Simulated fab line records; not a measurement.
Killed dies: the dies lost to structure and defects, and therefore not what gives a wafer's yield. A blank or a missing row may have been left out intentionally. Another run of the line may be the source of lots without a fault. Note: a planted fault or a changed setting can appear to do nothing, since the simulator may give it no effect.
fab line records ; flow n5-finfet
record: lots: 6; wafers: 18; last-day: 18
route steps=1938 shown BEOL_M2@869 BEOL_M4@1111 PASSIVATION@1936
lots untouched by any fault: they come from a run of this same line in which no faults occurred
start-h: hours from the record's first day to the start of the lot's first wafer shown ; wait-h: hours elapsed since this lot's preceding step ; " as in the row above ; L1.1+2: one row covering several wafers at once ; - value missing, or start not given ; * or withheld: withheld ; < > ~ a bound
route shown NAME@n: NAME is a module with steps in the file, n the number in the route of the first one ; usual: mean and standard deviation over wafers with no fault ; same: alike in all rows ; chamber/n: place in a boat ; sites: per-site readings ; _std_site: how widely they spread, as a standard deviation ; _edge_site: the outer-site mean with the inner-site mean subtracted ; radius-mm: how far each site lies from the wafer's centre ; mask NAME#n: copy n ; behind: tool/chamber where the wafer was last shaped ; hold: why the lot was held/for how many hours/how that ended ; device: transistor that didn't switch, given as n, p or np ; end of line: at the end of the route, the tests of the same wafers ; a step given without rows: its recipe and nothing more ; killed: dies that structure and defects cost at the first sort, which is not the same as the wafer's yield ; map: a wafer's dies, x killed, . not, _ none there
set.NAME: the setting the step ran with; set.NAME@STEP: the setting that earlier step ran with ; model.NAME: the simulator's own value behind a step, which no gauge read
lots seen at some steps along the route; tables by step, rows by wafer
services: from which hour (start-h, from the record's first day; less than 0 if before it) a tool's chamber was out of use, for how many hours, and why
== steps ==
step: N5_BEOL_M2_COAT_76
recipe: resist: underlayer; temp-c: 205; time-s: 60; spin-rpm: 1500; resist-thk-nm: 5
step: N5_BEOL_M2_COAT_22
recipe: resist: CAR-EUV; spin-rpm: 1500; resist-thk-nm: 30
step: N5_BEOL_M2_EBR_24
recipe: solvent: PGMEA; ebr-width-mm: 1.5
step: N5_BEOL_M2_SOFTBAKE_23
recipe: temp-c: 110; time-s: 60; resist: CAR-EUV
step: N5_BEOL_M2_EXPOSE_25
recipe: mask-id: V1; na: 0.33; source-shape: quasar; sigma-inner: 0.2; sigma-outer: 0.8; polarization: unpolarized; defocus-nm: 5; dose-mj: 63
step: N5_BEOL_M2_PEB_26
recipe: peb-temp-c: 100; peb-time-s: 60; resist: CAR-EUV
step: N5_BEOL_M2_DEVELOP_27
recipe: develop-time-s: 30; developer: TMAH; resist: CAR-EUV; rinse-liquid: surfactant-rinse; dry: air-spin; dev-temp-c: 23
step: N5_BEOL_M2_CD_MEAS_28
recipe: target-cd-nm: 26.2; landing-energy-ev: 500; detector: se-inlens; target-cd-y-nm: 24.1; polarity: opening
usual: cd-nm: 26.17/0.26
same: landing-energy-ev: 500
lot.wafer;tool;chamber;start-h;wait-h;cd-nm
L102.4;cd-sem-02;0;131.70;-;26.01
L102.5;cd-sem-02;0;131.70;-;25.98
L102.6;cd-sem-02;0;131.70;-;26.39
L106.1;cd-sem-01;0;166.23;-;26.53
L106.3;cd-sem-01;0;166.23;-;26.38
L106.5;cd-sem-01;0;166.23;-;25.91
L112.3;cd-sem-02;0;216.72;-;26.44
L112.5;cd-sem-02;0;216.72;-;26.23
L112.6;cd-sem-02;0;216.72;-;26.52
L113.1;cd-sem-01;0;221.07;-;26.13
L113.2;cd-sem-01;0;221.07;-;26.28
L113.3;cd-sem-01;0;221.07;-;26.25
L117.1;cd-sem-01;0;227.02;-;26.11
L117.2;cd-sem-01;0;227.02;-;26.31
L117.4;cd-sem-01;0;227.02;-;25.79
L125.1;cd-sem-02;0;290.84;-;26.23
L125.4;cd-sem-02;0;290.84;-;25.95
L125.6;cd-sem-02;0;290.84;-;26.45
step: N5_BEOL_M2_OVL_MEAS_29
recipe: points-per-wafer: 522
usual: V1_OVL: 0.0/0.6
lot.wafer;tool;chamber;start-h;wait-h;V1_OVL[nm]
L102.4;overlay-01;0;131.75;0.0;0.2
L102.5;overlay-01;0;131.75;0.0;0.8
L102.6;overlay-01;0;131.75;0.0;0.6
L106.1;overlay-01;0;166.26;0.0;-0.5
L106.3;overlay-01;0;166.26;0.0;0.1
L106.5;overlay-01;0;166.26;0.0;0.2
L112.3;overlay-01;0;216.76;0.0;-0.5
L112.5;overlay-01;0;216.76;0.0;-0.5
L112.6;overlay-01;0;216.76;0.0;-0.8
L113.1;overlay-01;0;221.10;0.0;0.1
L113.2;overlay-01;0;221.10;0.0;0.6
L113.3;overlay-01;0;221.10;0.0;0.1
L117.1;overlay-02;0;227.05;0.0;1.0
L117.2;overlay-02;0;227.05;0.0;-0.2
L117.4;overlay-02;0;227.05;0.0;-0.4
L125.1;overlay-02;0;290.87;0.0;0.1
L125.4;overlay-02;0;290.87;0.0;1.3
L125.6;overlay-02;0;290.87;0.0;0.8
step: N5_BEOL_M2_INSPECT_30
recipe: mode: adi; inspect-instrument: brightfield
usual: raw-defect-count: 423/87
lot.wafer;tool;chamber;start-h;wait-h;raw-defect-count
L102.4;defect-inspect-02;-;131.79;0.0;378
L102.5;defect-inspect-02;-;131.79;0.0;356
L102.6;defect-inspect-02;-;131.79;0.0;329
L106.1;defect-inspect-02;-;166.32;0.1;408
L106.3;defect-inspect-02;-;166.32;0.1;452
L106.5;defect-inspect-02;-;166.32;0.1;368
L112.3;defect-inspect-01;-;216.82;0.1;378
L112.5;defect-inspect-01;-;216.82;0.1;389
L112.6;defect-inspect-01;-;216.82;0.1;506
L113.1;defect-inspect-01;-;221.17;0.1;408
L113.2;defect-inspect-01;-;221.17;0.1;534
L113.3;defect-inspect-01;-;221.17;0.1;429
L117.1;defect-inspect-02;-;227.11;0.1;502
L117.2;defect-inspect-02;-;227.11;0.1;405
L117.4;defect-inspect-02;-;227.11;0.1;390
L125.1;defect-inspect-02;-;290.93;0.1;474
L125.4;defect-inspect-02;-;290.93;0.1;463
L125.6;defect-inspect-02;-;290.93;0.1;372
step: N5_BEOL_M2_DESCUM_33
recipe: chemistry: O2; time-s: 7; source-power-w: 50; bias-power-w: 20; pressure-mtorr: 20; rf-frequency-hz: 2.712e+07; temp-c: 40; resist: CAR-EUV; o2-flow-sccm: 225
usual: bias-power-w: 20.00/0.065; drypump-motor-current-A: 5.8/0.31; oes-product-au: 0.80/0.083; rf-vpp-V: 243.1/1.3; showerhead-plenum-p-Torr: 2.09/0.074; throttle-valve-pct: 20.41/0.29
lot.wafer;tool;chamber;start-h;wait-h;bias-power-w;drypump-motor-current-A;oes-product-au;rf-hours-counter-h;rf-vpp-V;showerhead-plenum-p-Torr;throttle-valve-pct
L102.4;rie-diel-03;0;131.82;0.0;20.06;5.7;0.68;246;243.5;2.17;20.72
L102.5;rie-diel-03;1;131.82;0.0;19.96;6.0;0.97;-;242.1;2.03;20.31
L102.6;rie-diel-03;0;131.82;0.0;19.95;5.7;0.68;-;242.9;2.17;20.71
L106.1;rie-diel-05;3;166.35;0.0;19.97;5.9;0.79;167;242.7;2.12;20.83
L106.3;rie-diel-05;1;166.35;0.0;20.01;5.3;0.80;94;244.8;2.21;20.28
L106.5;rie-diel-05;1;166.35;0.0;19.93;5.3;0.79;-;243.0;2.21;20.29
L112.3;rie-diel-03;1;216.85;0.0;19.91;6.0;0.90;42;242.5;2.02;20.36
L112.5;rie-diel-03;3;216.85;0.0;19.95;5.3;0.81;-;244.3;2.09;20.10
L112.6;rie-diel-03;2;216.85;0.0;19.92;6.2;0.80;-;243.9;2.21;20.93
L113.1;rie-diel-03;3;221.20;0.0;20.08;5.3;0.81;82;243.5;2.09;20.10
L113.2;rie-diel-03;1;221.20;0.0;19.91;6.0;0.89;44;243.0;2.02;20.36
L113.3;rie-diel-03;2;221.20;0.0;20.07;6.2;0.80;86;245.4;2.21;20.94
L117.1;rie-diel-05;2;227.15;0.0;20.01;6.2;0.87;44;243.4;2.13;20.22
L117.2;rie-diel-05;0;227.15;0.0;19.98;5.6;0.69;246;243.1;2.07;20.41
L117.4;rie-diel-05;1;227.15;0.0;19.87;5.3;0.78;117;244.4;2.20;20.32
L125.1;rie-diel-05;3;290.96;0.0;20.01;5.9;0.74;210;241.6;2.10;20.91
L125.4;rie-diel-05;2;290.96;0.0;20.06;6.2;0.84;61;244.1;2.13;20.25
L125.6;rie-diel-05;0;290.96;0.0;19.94;5.6;0.95;-;243.2;2.07;20.01
step: N5_BEOL_M2_ETCH_77
recipe: chemistry: N2/H2; target: underlayer; target-depth-a: 65; mask-material: CAR-EUV; time-s: 5.2; ion-energy-ev: 200; pressure-mtorr: 30; source-w: 840; bias-w: 150; n2-flow-sccm: 200; h2-flow-sccm: 200; ends: cleared
usual: bias-w: 150.1/0.43; drypump-motor-current-A: 5.8/0.31; etch-rf-on-time-s: 5.15/0.23; n2-flow-sccm: 199.9/0.58; oes-product-au: 0.69/0.076; rf-vpp-V: 523.8/2.7; showerhead-plenum-p-Torr: 2.53/0.092; throttle-valve-pct: 17.82/0.27
lot.wafer;tool;chamber;start-h;wait-h;bias-w;drypump-motor-current-A;etch-rf-on-time-s;n2-flow-sccm;oes-product-au;rf-hours-counter-h;rf-vpp-V;showerhead-plenum-p-Torr;throttle-valve-pct
L102.4;rie-diel-03;0;131.85;0.0;150.3;5.7;5.06;199.6;0.58;246;526.9;2.62;18.16
L102.5;rie-diel-03;1;131.85;0.0;150.6;5.9;5.02;199.9;0.85;-;523.3;2.49;17.88
L102.6;rie-diel-03;0;131.85;0.0;150.0;5.7;5.10;199.4;0.59;-;526.0;2.63;18.15
L106.1;rie-diel-05;3;166.39;0.0;149.9;5.8;4.82;200.1;0.67;167;523.9;2.55;18.28
L106.3;rie-diel-05;1;166.39;0.0;150.6;5.3;5.12;200.3;0.69;94;526.2;2.69;17.66
L106.5;rie-diel-05;1;166.39;0.0;150.8;5.3;5.22;200.0;0.67;-;528.1;2.69;17.64
L112.3;rie-diel-03;1;216.89;0.0;149.2;5.9;4.93;199.4;0.79;42;522.9;2.48;17.98
L112.5;rie-diel-03;3;216.89;0.0;149.9;5.3;5.34;199.9;0.68;-;524.2;2.59;17.92
L112.6;rie-diel-03;2;216.89;0.0;150.1;6.2;5.08;200.3;0.71;-;525.3;2.68;18.20
L113.1;rie-diel-03;3;221.24;0.0;149.0;5.3;5.37;200.1;0.68;82;527.4;2.59;17.91
L113.2;rie-diel-03;1;221.24;0.0;149.5;6.0;4.97;199.6;0.78;44;523.6;2.48;17.93
L113.3;rie-diel-03;2;221.24;0.0;150.1;6.2;5.13;200.6;0.69;86;528.5;2.68;18.19
L117.1;rie-diel-05;2;227.18;0.0;150.0;6.2;4.95;198.5;0.76;44;524.2;2.55;17.27
L117.2;rie-diel-05;0;227.18;0.0;149.8;5.6;5.21;200.1;0.59;246;524.4;2.50;17.80
L117.4;rie-diel-05;1;227.18;0.0;150.0;5.3;5.18;199.7;0.66;117;527.3;2.68;17.70
L125.1;rie-diel-05;3;291.00;0.0;150.3;5.8;4.87;200.5;0.66;210;521.9;2.53;18.35
L125.4;rie-diel-05;2;291.00;0.0;149.7;6.2;5.10;199.6;0.73;61;527.1;2.54;17.32
L125.6;rie-diel-05;0;291.00;0.0;149.7;5.6;5.28;200.4;0.82;-;524.4;2.50;17.37
step: N5_BEOL_M2_ETCH_69
recipe: chemistry: CF4; target: SiARC; target-depth-a: 156; mask-material: CAR-EUV; time-s: 26; ion-energy-ev: 80; pressure-mtorr: 40; source-w: 545; bias-w: 36; Ar_flow_sccm: 100; cf4-flow-sccm: 100; ends: cleared
usual: bias-w: 36.01/0.1; drypump-motor-current-A: 5.8/0.31; etch-rf-on-time-s: 25.9/0.96; oes-product-au: 0.69/0.074; rf-vpp-V: 184.0/1.1; showerhead-plenum-p-Torr: 2.13/0.07; throttle-valve-pct: 15.55/0.22
lot.wafer;tool;chamber;start-h;wait-h;bias-w;drypump-motor-current-A;etch-rf-on-time-s;oes-product-au;rf-hours-counter-h;rf-vpp-V;showerhead-plenum-p-Torr;throttle-valve-pct
L102.4;rie-diel-03;0;131.87;0.0;35.97;5.7;25.6;0.58;246;184.1;2.19;15.79
L102.5;rie-diel-03;1;131.87;0.0;36.00;5.9;25.8;0.84;-;183.1;2.11;15.58
L102.6;rie-diel-03;0;131.87;0.0;35.92;5.7;25.8;0.58;-;184.3;2.19;15.79
L106.1;rie-diel-05;3;166.40;0.0;36.13;5.8;24.5;0.68;167;183.7;2.14;15.84
L106.3;rie-diel-05;1;166.40;0.0;36.13;5.3;25.9;0.69;94;184.2;2.24;15.40
L106.5;rie-diel-05;1;166.40;0.0;36.03;5.3;26.1;0.68;-;184.1;2.24;15.39
L112.3;rie-diel-03;1;216.90;0.0;36.13;5.9;25.3;0.78;42;182.9;2.10;15.65
L112.5;rie-diel-03;3;216.90;0.0;34.12;5.3;27.0;0.68;-;179.1;2.16;15.45
L112.6;rie-diel-03;2;216.90;0.0;35.84;6.1;26.5;0.69;-;186.4;2.25;15.96
L113.1;rie-diel-03;3;221.25;0.0;34.32;5.3;27.0;0.67;82;178.4;2.16;15.44
L113.2;rie-diel-03;1;221.25;0.0;36.18;5.9;25.1;0.78;44;182.6;2.10;15.66
L113.3;rie-diel-03;2;221.25;0.0;35.86;6.2;26.0;0.70;86;184.7;2.25;15.95
L117.1;rie-diel-05;2;227.20;0.0;35.98;6.2;25.0;0.76;44;185.7;2.16;15.25
L117.2;rie-diel-05;0;227.20;0.0;35.90;5.6;25.8;0.59;246;183.3;2.12;15.64
L117.4;rie-diel-05;1;227.20;0.0;36.00;5.3;26.1;0.66;117;184.7;2.23;15.44
L125.1;rie-diel-05;3;291.01;0.0;35.98;5.8;24.7;0.65;210;184.3;2.12;15.90
L125.4;rie-diel-05;2;291.01;0.0;35.98;6.2;25.2;0.73;61;184.3;2.16;15.31
L125.6;rie-diel-05;0;291.01;0.0;36.14;5.6;26.3;0.82;-;184.9;2.12;15.16
step: N5_BEOL_M2_ALD_98
recipe: material: SiO2; target-thk-a: 25; temp-c: 100; ald-precursor-family: BDEAS; ald-co-reactant: O2-plasma; pulse-time-s: 1; co-reactant-pulse-time-s: 1; purge-time-s: 2; co-reactant-purge-time-s: 2; ald-cycles: 17; pressure-torr: 2
usual: chamber-pressure-Torr: 2.000/0.0046; heater-power-w: 83/9.4; precursor-pulse-height-rel: 0.998/0.02
lot.wafer;tool;chamber;start-h;wait-h;chamber-pressure-Torr;heater-power-w;precursor-pulse-height-rel
L102.4;ald-sin-03;2;132.12;0.2;2.002;92;1.024
L102.5;ald-sin-03;0;132.12;0.2;2.000;88;0.998
L102.6;ald-sin-03;3;132.12;0.2;2.003;77;0.966
L106.1;ald-sin-01;0;166.49;0.1;1.996;86;1.019
L106.3;ald-sin-01;3;166.49;0.1;2.012;78;1.016
L106.5;ald-sin-01;1;166.49;0.1;1.999;77;1.014
L112.3;ald-sin-01;3;216.98;0.1;2.010;80;1.000
L112.5;ald-sin-01;2;216.98;0.1;1.998;70;1.000
L112.6;ald-sin-01;0;216.98;0.1;1.998;89;1.034
L113.1;ald-sin-03;2;221.34;0.1;2.007;92;1.000
L113.2;ald-sin-03;0;221.34;0.1;1.997;90;1.024
L113.3;ald-sin-03;3;221.34;0.1;2.000;77;1.002
L117.1;ald-sin-02;0;227.28;0.1;1.998;72;1.024
L117.2;ald-sin-02;2;227.28;0.1;2.006;80;0.997
L117.4;ald-sin-02;1;227.28;0.1;2.003;74;0.988
L125.1;ald-sin-03;1;291.09;0.1;1.998;93;1.040
L125.4;ald-sin-03;0;291.09;0.1;2.000;94;0.974
L125.6;ald-sin-03;0;291.09;0.1;2.003;92;0.997
step: N5_BEOL_M4_RC_MEAS_101
usual: DIBL_N: 36.2/2.4; DIBL_P: 36.2/2.6; IOFF_N: 0.16/0.045; IOFF_P: 0.21/0.046; ION_N: 674/17; ION_P: 463/11; SS_N: 71.5/0.77; SS_P: 73.1/0.76; VT_N: 250/3.9; VT_P: -250/3.9
lot.wafer;tool;chamber;start-h;wait-h;DIBL_N[mV/V];DIBL_P[mV/V];IOFF_N[nA/um];IOFF_P[nA/um];ION_N[uA/um];ION_P[uA/um];SS_N[mV/dec];SS_P[mV/dec];VT_N[mV];VT_P[mV]
L102.4;prober-02;0;165.93;0.5;39.0;39.5;0.19;0.28;677;477;71.6;73.6;247;-245
L102.5;prober-02;0;165.93;0.5;42.3;43.4;0.26;0.35;689;476;73.0;73.7;243;-243
L102.6;prober-02;0;165.93;0.5;36.1;35.6;0.13;0.20;673;470;71.4;72.2;253;-247
L106.1;prober-01;0;185.81;0.0;39.6;39.1;0.19;0.22;691;460;71.7;74.1;248;-255
L106.3;prober-01;0;185.81;0.0;38.9;37.5;0.17;0.19;670;451;72.0;73.3;248;-257
L106.5;prober-01;0;185.81;0.0;39.4;39.6;0.20;0.22;687;462;71.7;74.4;247;-254
L112.3;prober-02;0;245.96;0.3;33.9;33.5;0.12;0.17;668;452;70.8;72.7;251;-252
L112.5;prober-02;0;245.96;0.3;36.5;35.1;0.17;0.21;669;460;71.9;73.1;249;-250
L112.6;prober-02;0;245.96;0.3;33.8;32.9;0.12;0.17;669;463;70.8;72.3;253;-252
L113.1;prober-01;0;247.54;0.0;34.5;34.6;0.13;0.20;675;469;70.3;72.8;252;-245
L113.2;prober-01;0;247.54;0.0;33.8;32.5;0.12;0.17;668;463;70.4;71.4;253;-250
L113.3;prober-01;0;247.54;0.0;33.3;33.4;0.10;0.17;649;461;70.9;72.2;258;-253
L117.1;prober-01;0;257.21;0.0;36.0;37.3;0.17;0.20;686;468;71.7;73.6;249;-251
L117.2;prober-01;0;257.21;0.0;36.3;37.7;0.18;0.22;674;458;72.0;73.1;248;-251
L117.4;prober-01;0;257.21;0.0;33.8;34.3;0.12;0.16;655;454;71.3;73.0;255;-255
L125.1;prober-01;0;319.41;0.8;38.5;38.9;0.22;0.28;699;476;71.9;73.4;246;-245
L125.4;prober-01;0;319.41;0.8;34.5;34.9;0.16;0.22;698;479;71.4;72.1;247;-247
L125.6;prober-01;0;319.41;0.8;37.4;37.8;0.19;0.26;679;463;71.9;73.5;248;-245
step: N5_PASSIVATION_PROBE_49
usual: defect-limited-yield: 91.2/1.4; killed_at_M0_to_M3: 33/9.5; killed_at_M4_up: 13/4.7; killed-at-contacts: 11/5.3; killed-at-front-end: 42/12; killed-at-other: 5/3.3; killed-dies: 104/17; killed-open: 67/12; killed-short: 33/7.7; sort_bin_4_leakage: 0.01/0.058; sort_bin_5_function: 5.1/0.94; sort_bin_6_memory: 3.3/0.67; sort_bin_8_speed: 0.1/1.3; sort-n-pass: 1074/24; sort-yield-pct: 91.1/2
same: gross-dies: 1180; killed-at-back-side: 0
lot.wafer;tool;chamber;start-h;wait-h;defect-limited-yield[%];killed_at_M0_to_M3;killed_at_M4_up;killed-at-contacts;killed-at-front-end;killed-at-other;killed-dies;killed-open;killed-short;sort_bin_4_leakage[%];sort_bin_5_function[%];sort_bin_6_memory[%];sort_bin_8_speed[%];sort-n-pass;sort-yield-pct[%]
L102.4;prober-02;-;253.78;0.2;91.1;52;9;9;32;3;105;66;37;0;5.2;3.6;0;1075;91.1
L102.5;prober-02;-;253.83;0.2;91.8;41;16;4;33;3;97;69;22;0.08;4.7;2.6;0;1082;91.7
L102.6;prober-02;-;253.88;0.3;91.1;37;13;5;44;6;105;67;38;0;5.6;3.0;0;1075;91.1
L106.1;prober-01;-;275.80;0.0;92.5;43;5;6;28;7;89;60;27;0;3.7;3.5;0;1091;92.5
L106.3;prober-01;-;275.90;0.1;92.3;40;9;8;28;6;91;53;35;0;4.7;2.6;0;1089;92.3
L106.5;prober-01;-;276.00;0.2;90.9;40;10;13;39;5;107;72;31;0;5.4;3.4;0;1073;90.9
L112.3;prober-01;-;371.66;0.1;91.2;26;19;19;37;3;104;70;30;0;5.2;3.1;0;1076;91.2
L112.5;prober-01;-;371.76;0.2;92.7;19;9;18;39;1;86;54;27;0;4.2;3.0;0;1094;92.7
L112.6;prober-01;-;371.81;0.3;92.3;29;10;9;43;0;91;63;25;0;4.8;2.7;0;1089;92.3
L117.1;prober-02;-;388.04;0.0;92.5;22;15;5;44;2;88;56;25;0;4.0;2.6;0;1092;92.5
L117.2;prober-02;-;388.09;0.1;92.4;36;10;3;33;8;90;57;31;0;4.3;3.1;0;1090;92.4
L117.4;prober-02;-;388.19;0.2;91.2;19;16;9;40;20;104;59;42;0;4.5;3.7;0;1076;91.2
killed by level:class
L102.4 BEOL_M2:geometric-particle:open=22 BEOL_M1:geometric-particle:open=10 FIN_SAQP:geometric-particle:short=7 MOL_CONTACT_COAG:geometric-particle:open=6 BEOL_M2:geometric-particle:short=5 STI_FIN_REVEAL:geometric-particle:open=4 GATE_CUT:geometric-particle:short=4 BEOL_M0_SAQP:geometric-particle:open=4
L102.5 BEOL_M2:geometric-particle:open=21 BEOL_M4:geometric-particle:open=8 STI_FIN_REVEAL:geometric-particle:open=7 FIN_SAQP:geometric-particle:short=5 BEOL_M1:geometric-particle:open=5 HKMG_FIN:area-etch=5 DUMMY_GATE:geometric-particle:open=4 MOL_CONTACT_COAG:geometric-particle:open=4
L102.6 BEOL_M2:geometric-particle:open=15 FIN_SAQP:geometric-particle:short=11 FIN_SAQP:geometric-particle:open=8 BEOL_M1:geometric-particle:open=8 BEOL_M2:geometric-particle:short=7 BEOL_M4:geometric-particle:open=7 PASS1_CAP:geometric-particle:open=5 STARTING-WAFER:geometric-particle:short=5
L106.1 BEOL_M0_SAQP:geometric-particle:open=9 BEOL_M0_SAQP:geometric-particle:short=9 BEOL_M2:geometric-particle:open=9 BEOL_M3:geometric-particle:open=8 STI_FIN_REVEAL:geometric-particle:open=7 FIN_SAQP:geometric-particle:open=5 MOL_CONTACT_COAG:geometric-particle:open=4 DUMMY_GATE:geometric-particle:open=3
L106.3 BEOL_M0_SAQP:geometric-particle:short=13 BEOL_M0_SAQP:geometric-particle:open=9 STI_FIN_REVEAL:geometric-particle:open=8 FIN_SAQP:geometric-particle:short=7 MOL_CONTACT_COAG:geometric-particle:open=7 FIN_SAQP:geometric-particle:open=5 BEOL_M3:geometric-particle:open=5 BEOL_M0:geometric-particle:open=3
L106.5 BEOL_M3:geometric-particle:open=14 MOL_CONTACT_COAG:geometric-particle:open=11 BEOL_M2:geometric-particle:open=11 FIN_SAQP:geometric-particle:open=7 FIN_SAQP:geometric-particle:short=6 STI_FIN_REVEAL:geometric-particle:short=5 STI_FIN_REVEAL:geometric-particle:open=4 DUMMY_GATE:geometric-particle:open=4
L112.3 MOL_CONTACT_COAG:geometric-particle:open=16 FIN_SAQP:geometric-particle:open=11 FIN_SAQP:geometric-particle:short=5 BEOL_M0_SAQP:geometric-particle:short=5 BEOL_M0_SAQP:geometric-particle:open=5 BEOL_M2:geometric-particle:open=5 STI_FIN_REVEAL:geometric-particle:open=4 BEOL_M3:geometric-particle:open=4
L112.5 MOL_CONTACT_COAG:geometric-particle:open=13 FIN_SAQP:geometric-particle:open=11 FIN_SAQP:geometric-particle:short=9 BEOL_M0_SAQP:geometric-particle:open=5 BEOL_M2:geometric-particle:open=5 STI_FIN_REVEAL:geometric-particle:open=4 GATE_CUT:geometric-particle:open=4 GATE_CUT:geometric-particle:short=3
L112.6 FIN_SAQP:geometric-particle:open=14 BEOL_M0_SAQP:geometric-particle:open=8 FIN_SAQP:geometric-particle:short=7 MOL_CONTACT_COAG:geometric-particle:open=7 BEOL_M3:geometric-particle:open=7 BEOL_M0_SAQP:geometric-particle:short=6 GATE_CUT:geometric-particle:open=4 STARTING-WAFER:geometric-particle:open=4
L117.1 BEOL_M4:geometric-particle:open=9 HKMG_FIN:area-etch=7 STI_FIN_REVEAL:geometric-particle:open=6 BEOL_M0_SAQP:geometric-particle:short=6 BEOL_M3:geometric-particle:open=6 STARTING-WAFER:geometric-particle:open=5 DUMMY_GATE:geometric-particle:open=5 MOL_CONTACT_COAG:geometric-particle:open=5
L117.2 BEOL_M2:geometric-particle:open=11 BEOL_M1:geometric-particle:open=7 GATE_CUT:geometric-particle:short=6 BEOL_M0_SAQP:geometric-particle:short=6 BEOL_M4:geometric-particle:open=5 STARTING-WAFER:geometric-particle:open=5 FIN_SAQP:geometric-particle:open=4 BEOL_M0_SAQP:geometric-particle:open=4
L117.4 FIN_SAQP:geometric-particle:open=11 PASS1_CAP:geometric-particle:open=9 GATE_CUT:geometric-particle:short=8 MOL_CONTACT_COAG:geometric-particle:open=6 FIN_SAQP:geometric-particle:short=5 STI_FIN_REVEAL:geometric-particle:open=5 BEOL_M4:geometric-particle:open=4 BEOL_M1:geometric-particle:open=4
== services ==
tool;chamber;start-h;hours;kind
rie-diel-05;2;126.24;11.1;repair
rie-diel-03;0;141.00;-;clean
rie-diel-03;0;141.00;-;consumable-replace:focus-ring
rie-diel-03;0;141.00;21.1;scheduled-down
rie-diel-03;0;141.00;21.1;vent-cycle
ald-sin-02;-;161.48;2.8;pm
ald-sin-02;-;176.75;14.0;pm
rie-diel-03;3;191.96;1.7;repair
rie-diel-03;0;210.20;8.6;repair
rie-diel-03;1;224.57;8.3;repair
rie-diel-05;0;244.10;-;clean
rie-diel-05;0;244.10;-;consumable-replace:focus-ring
rie-diel-05;0;244.10;14.7;scheduled-down
rie-diel-05;0;244.10;14.7;vent-cycle
ald-sin-01;-;258.22;0.7;repair
ald-sin-03;-;268.45;14.0;pm
ald-sin-03;0;268.45;14.0;vent-cycle
ald-sin-03;1;268.45;14.0;vent-cycle
ald-sin-03;2;268.45;14.0;vent-cycle
ald-sin-03;3;268.45;14.0;vent-cycle
ald-sin-01;3;269.31;3.1;repair
ald-sin-02;-;276.83;6.1;pm
ald-sin-03;0;282.45;-;clean
ald-sin-01;1;282.86;3.2;repair
== key ==
first-sign: step: N5_BEOL_M2_ETCH_69; reading: bias-w; direction: down; sigmas: 17; usual: *; struck: *
effect: step: N5_BEOL_M2_ETCH_69; reading: rf-vpp-V; direction: down; sigmas: 4.8; usual: 184.0; struck: 178.7
met-at N5_BEOL_M2_ETCH_69
struck-wafers L112.5,L113.1
fault: kind: process-parameter-drift; tool: rie-diel-03; chamber: 3; onset-h: 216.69; steps: N5_BEOL_M2_ETCH_69; channel: bias-w; offset: *; shape: step; end-h: 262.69; acts-in: *; stated: *
